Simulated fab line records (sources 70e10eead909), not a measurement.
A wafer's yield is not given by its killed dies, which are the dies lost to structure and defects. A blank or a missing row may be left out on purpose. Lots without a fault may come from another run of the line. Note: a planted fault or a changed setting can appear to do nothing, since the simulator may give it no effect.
Matching of chambers | flow nand-harc | 4 sister chambers for NHARC_A_M1_ETCH_28 on rie-diel-03
The step etches the open film in CF4/N2, target depth 30 nm, time 72.99 s. 14 wafers are shown with their chamber, then 6 later ones without.

## WAFERS WITH THEIR CHAMBER
wafer  | chamber | showerhead-plenum-p-Torr (Torr) | rf-vpp-V (V) | oes-product-au (a.u.)
L484.1 | 1       | 2.47                            | 312.4        | 0.993
L484.3 | 0       | 2.60                            | 313.2        | 0.987
L484.6 | 1       | 2.47                            | 311.5        | 0.998
L483.1 | 1       | 2.47                            | 311.1        | 0.993
L483.4 | 0       | 2.60                            | 314.0        | 0.987
L483.6 | 2       | 2.44                            | 312.1        | 0.983
L487.1 | 1       | 2.46                            | 309.5        | 1.000
L487.3 | 2       | 2.44                            | 311.9        | 0.995
L498.1 | 2       | 2.44                            | 310.8        | 0.997
L498.5 | 1       | 2.46                            | 312.4        | 1.006
L498.6 | 0       | 2.60                            | 312.6        | 0.986
L497.2 | 3       | 2.53                            | 313.1        | 0.999
L497.5 | 1       | 2.46                            | 311.9        | 1.014
L497.6 | 0       | 2.60                            | 313.4        | 0.989

SIGNATURES (averages over the wafers above)
reading                  | chamber 0 | chamber 1 | chamber 2 | chamber 3 | scatter within a chamber
showerhead-plenum-p-Torr | 2.6000    | 2.4650    | 2.4400    | 2.5300    | 0.00387
rf-vpp-V                 | 313.300   | 311.467   | 311.600   | 313.100   | 0.89
oes-product-au           | 0.98725   | 1.00067   | 0.99167   | 0.99900   | 0.00671
Rule: for a wafer and a chamber, the distance is found by dividing, reading by reading, the gap between the wafer's reading and the chamber's mean by the reading's scatter, squaring, summing and taking the root. The wafer belongs to the nearest chamber; if the next one is less than 2 further off, it can't be placed. The scatter is the square root of a quotient: the sum, over the shown wafers, of each reading's squared deviation from its chamber's mean, divided by wafers minus chambers.

## WAFERS WITH NO CHAMBER GIVEN
wafer  | showerhead-plenum-p-Torr (Torr) | rf-vpp-V (V) | oes-product-au (a.u.)
L500.1 | 2.44                            | 309.5        | 1.006
L500.4 | 2.53                            | 314.2        | 0.994
L500.6 | 2.44                            | 310.8        | 0.996
L502.1 | 2.53                            | 312.7        | 1.007
L502.2 | 2.60                            | 314.5        | 0.991
L502.4 | 2.44                            | 310.5        | 0.991

## WHICH CHAMBER EACH WENT THROUGH
wafer  | from the rows above | in truth
L500.1 | 2                   | 2
L500.4 | 3                   | 3
L500.6 | 2                   | 2
L502.1 | 3                   | 3
L502.2 | 0                   | 0
L502.4 | 2                   | 2
6 of 6 placed correctly. Number that these rows cannot place: 0. Placed wrongly: 0.
